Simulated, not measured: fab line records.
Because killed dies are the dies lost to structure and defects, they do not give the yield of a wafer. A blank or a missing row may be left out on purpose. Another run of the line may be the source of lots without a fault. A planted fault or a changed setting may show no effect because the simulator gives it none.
Comparing a struck lot with a sound one :: flow n5-finfet :: 38 steps out of a route of 1938
Sound: wafers L745.3, L745.4, L745.6. Struck: wafer L735.1 (left out: L735.2, a lot-mate that was not struck); the cause follows at the end.
Per side, at each step with rows, come the tool, then ch with its chambers, and then its first start. Under that, the readings that differ: sound wafers :: struck wafers :: difference of the means :: sigmas: that difference in standard deviations of wafers without a fault.
alike: a reading whose means differ by less than 2 such deviations, as well as words and numbers matching on both sides. not compared: withheld readings; readings where some wafer has no value; bounds like >300 that might hide an equal value; numbers whose values overlap and for which the record gives no deviation.
The two part at a step that has a row with sigmas, a row that says differs or no value, or rows on one side only. When numbers do not overlap yet have no deviation, they are printed without sigmas and do not part them. Lack of a reading on every wafer of one side parts them only where that side has two or more wafers.

first, 9 steps without rows for these wafers: N5_BEOL_M4_ANNEAL_95 (time 240 s); N5_BEOL_M4_SPUTTER_96 (material Cu, target thk 4.5 nm, time 8.29 s); N5_BEOL_M4_ECD_50 (material Cu, target thk 300 nm); N5_BEOL_M4_ANNEAL_51 (time 90 s); N5_BEOL_M4_CMP_52 (polishes, stops on SiOC, t overpolish 6.8 s, target thk 40 nm); N5_BEOL_M4_PRE_CLEAN_60 (time 15 s); N5_BEOL_M4_CO_CAP_55 (material Co, precursor CCTBA/H2, target thk 2 nm, time 102.1 s); N5_BEOL_M4_PRE_CLEAN_56 (time 15 s); N5_BEOL_M4_DEP_57 (deposits SiCN from 3MS/NH3, target thk 8 nm, time 14 s).
N5_BEOL_M4_RC_MEAS_101:
  sound on prober-02 ch 0, day 13 19:40; struck on prober-02 ch 0, day 11 04:09
  alike: DIBL_N, DIBL_P, IOFF_N, IOFF_P, ION_N, ION_P, SS_N, SS_P, VT_N, VT_P
then, 24 steps without rows for these wafers: N5_BEOL_M5_ILD_DEP_00 (deposits SiCOH lowk from DEMS/porogen, target thk 140.64 nm, time 25.9 s); N5_BEOL_M5_CURE_79 (cures SiCOH lowk, time 240 s); N5_BEOL_M5_PECVD_70 (deposits SiO2 from TEOS/O2, target thk 16 nm, time 18 s); N5_BEOL_M5_HM_DEP_02 (deposits TiN, target thk 20 nm); N5_BEOL_M5_COAT_59 (time 60 s, resist thk 60 nm); N5_BEOL_M5_COAT_60 (time 60 s, resist thk 12 nm); N5_BEOL_M5_COAT_71 (time 60 s, resist thk 5 nm); N5_BEOL_M5_COAT_05 (resist thk 30 nm); N5_BEOL_M5_EBR_07; N5_BEOL_M5_SOFTBAKE_06 (time 60 s); N5_BEOL_M5_EXPOSE_08 (exposes mask M5, target cd 28 nm); N5_BEOL_M5_PEB_09 (peb time 60 s); N5_BEOL_M5_DEVELOP_10 (develop time 30 s); N5_BEOL_M5_DESCUM_16 (chemistry O2, time 7 s); N5_BEOL_M5_ETCH_72 (etches underlayer in N2/H2, target depth 6.5 nm, time 5.2 s); N5_BEOL_M5_ETCH_61 (etches SiARC in CF4, target depth 15.6 nm, time 26 s); N5_BEOL_M5_ETCH_62 (etches SOC in N2/H2, target depth 75 nm, overetch 15 nm, time 112.5 s); N5_BEOL_M5_STRIP_63 (strips in N2/H2); N5_BEOL_M5_STRIP_73 (strips in N2/H2); N5_BEOL_M5_STRIP_64 (strips in CF4); N5_BEOL_M5_HM_OPEN_17 (chemistry Cl2/BCl3, target TiN, target depth 20 nm, overetch 6 nm); N5_BEOL_M5_STRIP_19 (strips in O2); N5_BEOL_M5_COAT_65 (time 60 s, resist thk 60 nm); N5_BEOL_M5_COAT_66 (time 60 s, resist thk 12 nm).
N5_BEOL_M7_ILD_DEP_00: deposits SiCOH lowk from DEMS/porogen, target thk 179.75 nm, time 33.4 s.
  sound on pecvd-02 ch 0,1, day 14 15:28; struck on pecvd-02 ch 1, day 12 04:32
reading: model.SiCOH_lowk_of_BEOL_M7_ILD_DEP_00.thk-nm (nm)
sound: 177.8 180.8 179.2
struck: 112.8
difference: -66.5
sigmas: 
  alike: heater-power-w, showerhead-plenum-p-Torr, throttle-valve-pct
  not compared: susceptor-temp-C
N5_BEOL_M7_THK_MEAS_01:
  sound on film-metro-02 at day 14 16:03; struck on film-metro-01 at day 12 05:07
reading: M7_ILD_THK (nm)
sound: 153.4 155.9 154.5
struck: 97.0
difference: -57.6
sigmas: -29
N5_BEOL_M7_CMP_52: polishes, stops on SiCOH lowk, t overpolish 6.9 s, target thk 80 nm.
  sound on cmp-01 ch 0,2,3, day 15 03:07; struck on cmp-04 ch 1, day 12 11:46
reading: model.SiCOH_lowk_of_BEOL_M7_ILD_DEP_00.thk-nm (nm)
sound: 150.4 153 151.6
struck: 94
difference: -58
sigmas: 
  alike: motor-current-A
-- the record jumps here: 3 days lie between the struck wafers' starts before and after (it left off in module BEOL_M7 and takes up again in module PASSIVATION, whose first step shown is number 1936 of the route) --
N5_PASSIVATION_PROBE_49:
  record: rows for the struck wafers here (prober-02, day 15 18:51), none for the sound ones

== WHERE THEY PART ==
Last at N5_PASSIVATION_PROBE_49 as far as this record goes, first at N5_BEOL_M7_THK_MEAS_01.

WHY: the cause the simulator had injected
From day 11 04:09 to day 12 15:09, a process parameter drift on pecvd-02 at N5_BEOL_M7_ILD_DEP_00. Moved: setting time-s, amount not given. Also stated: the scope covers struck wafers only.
